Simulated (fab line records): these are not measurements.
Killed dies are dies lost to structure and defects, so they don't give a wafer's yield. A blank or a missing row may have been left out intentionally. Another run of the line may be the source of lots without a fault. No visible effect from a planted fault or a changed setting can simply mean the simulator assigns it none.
What tool caused it? + flow nandHarc + Sampling: 14 lots, 42 wafers, 6 of 1302 route steps

WHAT EACH GAUGE READ, for each wafer
NHARC_A_DECK1_JOINT_THK_MEAS_14: measures by ellipsometry.
| lot  | measured     | on           | thkNm (nm)     |
|------|--------------|--------------|----------------|
| L887 | day 10 23:31 | filmMetro-02 | 53.0 48.9 49.5 |
| L889 | day 11 21:07 | filmMetro-01 | 51.4 51.4 50.2 |
| L891 | day 12 23:08 | filmMetro-02 | 48.4 48.9 50.4 |
| L893 | day 13 20:25 | filmMetro-01 | 52.5 50.4 51.9 |
| L894 | day 14 04:47 | filmMetro-01 | 52.3 52.4 50.3 |
| L895 | day 14 17:32 | filmMetro-01 | 50.6 50.0 50.0 |
| L896 | day 15 03:20 | filmMetro-01 | 52.7 53.0 51.3 |
| L897 | day 15 22:40 | filmMetro-02 | 52.4 49.6 48.6 |
| L899 | day 16 08:13 | filmMetro-02 | 51.7 50.1 47.1 |
| L900 | day 16 08:14 | filmMetro-01 | 49.8 51.9 51.5 |
| L902 | day 17 11:11 | filmMetro-01 | 50.7 47.8 51.5 |
| L904 | day 18 02:22 | filmMetro-01 | 48.6 51.4 51.2 |
| L909 | day 20 10:32 | filmMetro-01 | 51.1 52.3 49.7 |
| L910 | day 20 18:38 | filmMetro-02 | 53.8 52.2 52.7 |

NHARC_A_ONON_D2_THK_MEAS_08: measures by ellipsometry.
| lot  | measured     | on           | thkNm (nm)     |
|------|--------------|--------------|----------------|
| L887 | day 12 03:34 | filmMetro-01 | 991 991 991    |
| L889 | day 13 04:05 | filmMetro-02 | 1008 1006 1008 |
| L891 | day 14 02:01 | filmMetro-01 | 1007 1006 1006 |
| L893 | day 14 23:39 | filmMetro-01 | 996 996 994    |
| L894 | day 15 05:07 | filmMetro-01 | 1002 1003 1001 |
| L895 | day 15 20:45 | filmMetro-01 | 982 982 982    |
| L896 | day 16 03:29 | filmMetro-02 | 1005 1004 1005 |
| L897 | day 17 00:20 | filmMetro-01 | 998 997 997    |
| L899 | day 17 11:08 | filmMetro-02 | 1007 1007 1007 |
| L900 | day 17 11:11 | filmMetro-02 | 1004 1003 1003 |
| L902 | day 18 14:02 | filmMetro-01 | 987 987 987    |
| L904 | day 19 02:56 | filmMetro-01 | 1001 1005 1004 |
| L909 | day 21 08:49 | filmMetro-01 | 1001 1000 1001 |
| L910 | day 21 19:59 | filmMetro-01 | 993 991 992    |

NHARC_A_ONON_D2_THK_MEAS_18: measures by ellipsometry.
| lot  | measured     | on           | thkNm (nm)     |
|------|--------------|--------------|----------------|
| L887 | day 12 12:47 | filmMetro-02 | 1013 1010 1011 |
| L889 | day 13 13:13 | filmMetro-01 | 996 997 998    |
| L891 | day 14 12:17 | filmMetro-02 | 996 995 997    |
| L893 | day 15 08:32 | filmMetro-01 | 1017 1017 1017 |
| L894 | day 15 15:05 | filmMetro-02 | 998 996 998    |
| L895 | day 16 05:17 | filmMetro-01 | 987 988 988    |
| L896 | day 16 17:33 | filmMetro-01 | 999 997 998    |
| L897 | day 17 08:49 | filmMetro-02 | 979 981 981    |
| L899 | day 17 19:41 | filmMetro-01 | 990 991 989    |
| L900 | day 17 19:41 | filmMetro-02 | 999 998 998    |
| L902 | day 18 22:52 | filmMetro-02 | 986 986 985    |
| L904 | day 19 12:22 | filmMetro-02 | 1024 1025 1022 |
| L909 | day 21 18:27 | filmMetro-01 | 988 990 987    |
| L910 | day 22 04:50 | filmMetro-02 | 994 993 996    |

NHARC_A_ONON_D2_THK_MEAS_27: measures by ellipsometry.
| lot  | measured     | on           | thkNm (nm)     |
|------|--------------|--------------|----------------|
| L887 | day 12 14:31 | filmMetro-02 | 1013 1013 1012 |
| L889 | day 13 14:56 | filmMetro-01 | 1001 1002 1001 |
| L891 | day 14 13:59 | filmMetro-02 | 1007 1008 1009 |
| L893 | day 15 10:13 | filmMetro-01 | 1011 1011 1010 |
| L894 | day 15 16:48 | filmMetro-01 | 1010 1013 1013 |
| L895 | day 16 06:59 | filmMetro-01 | 1004 1005 1005 |
| L896 | day 16 19:17 | filmMetro-01 | 1019 1021 1020 |
| L897 | day 17 10:31 | filmMetro-02 | 1023 1022 1024 |
| L899 | day 17 21:23 | filmMetro-01 | 990 1347 1347  |
| L900 | day 17 21:23 | filmMetro-02 | 1000 1001 1001 |
| L902 | day 19 00:34 | filmMetro-02 | 996 1352 995   |
| L904 | day 19 14:05 | filmMetro-01 | 999 998 999    |
| L909 | day 21 20:09 | filmMetro-01 | 1015 1015 1014 |
| L910 | day 22 06:32 | filmMetro-02 | 998 997 997    |

NHARC_END_SORT_01.
| lot  | measured     | on        | killedAtArray | killedAtOther | killedAtPeriphery | killedDies | killedOpen | killedShort |
|------|--------------|-----------|---------------|---------------|-------------------|------------|------------|-------------|
| L899 | day 29 20:11 | prober-01 | 57 672 672    | 2 0 2         | 4 5 3             | 63 677 677 | 5 3 3      | 3 1 1       |
| L902 | day 31 05:36 | prober-02 | 74 672 72     | 2 2 0         | 9 3 2             | 85 677 74  | 4 7 4      | 3 2 6       |

WHAT TOOL EACH LOT RAN ON (gives the tool, then ch and the chambers of the sampled wafers, and finally the start)
| lot  | NHARC_A_ONON_D2_DEP_25          |
|------|---------------------------------|
| L887 | pecvdOnon-04 ch 0, day 12 14:01 |
| L889 | pecvdOnon-04 ch 0, day 13 14:25 |
| L891 | pecvdOnon-01 ch 0, day 14 13:29 |
| L893 | pecvdOnon-01 ch 0, day 15 09:42 |
| L894 | pecvdOnon-04 ch 0, day 15 16:17 |
| L895 | pecvdOnon-01 ch 0, day 16 06:35 |
| L896 | pecvdOnon-04 ch 0, day 16 18:53 |
| L897 | pecvdOnon-04 ch 0, day 17 10:00 |
| L899 | pecvdOnon-04 ch 0, day 17 20:53 |
| L900 | pecvdOnon-01 ch 0, day 17 20:53 |
| L902 | pecvdOnon-04 ch 0, day 19 00:07 |
| L904 | pecvdOnon-03 ch 0, day 19 13:37 |
| L909 | pecvdOnon-01 ch 0, day 21 19:38 |
| L910 | pecvdOnon-01 ch 0, day 22 06:02 |
- NHARC_A_ONON_D2_DEP_25: target thk 1000 nm.

AS READ BY THE TOOLS THEMSELVES (means over the sampled wafers that have a number; for cases with no such wafer, the mark the record gives instead)
The record holds no such reading with a usual standard deviation.

THE ANSWER, worked out from the rows above alone
Rule: the lots themselves supply what counts as usual. The widest of any qualifying gaps counts: lots, ordered by their means at a reading, are off when they make up no more than a third of the lots, leave a main group of 4 or more, and stand apart from it by 3 or more times the standard deviation of that group's means. A main group whose means are all the same, to the digits that the tables above print for the reading, isn't used. Also off: a lot with no number at a reading for which 4 or more lots have one. All remaining lots with rows at the step are treated as sound. First the gauges in route order, then the tools' own readings, where a lot's mean is used as printed above. The first step at which some lot is off is used, and at that step the reading that is off furthest; a lot without a number counts as furthest.
Off at NHARC_A_ONON_D2_THK_MEAS_27 (thkNm): L899, L902. The main group: mean 1009 nm, standard deviation 8.
A tool fits if, at a process step before that reading, it ran every lot that is off, and no sound lot after the first of them. Gauges at NHARC_A_ONON_D2_THK_MEAS_27: tried the same way as those tools. One fits: NHARC_A_ONON_D2_DEP_25 on pecvdOnon-04. A fault onset in the window from L897 (day 17 10:00, its last sound lot) to L899 (day 17 20:53, its first lot off) fits.

WHAT HAD BEEN PUT IN BY THE SIMULATOR
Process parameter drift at NHARC_A_ONON_D2_DEP_25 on pecvdOnon-04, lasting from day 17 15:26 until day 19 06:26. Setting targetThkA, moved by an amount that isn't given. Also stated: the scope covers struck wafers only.
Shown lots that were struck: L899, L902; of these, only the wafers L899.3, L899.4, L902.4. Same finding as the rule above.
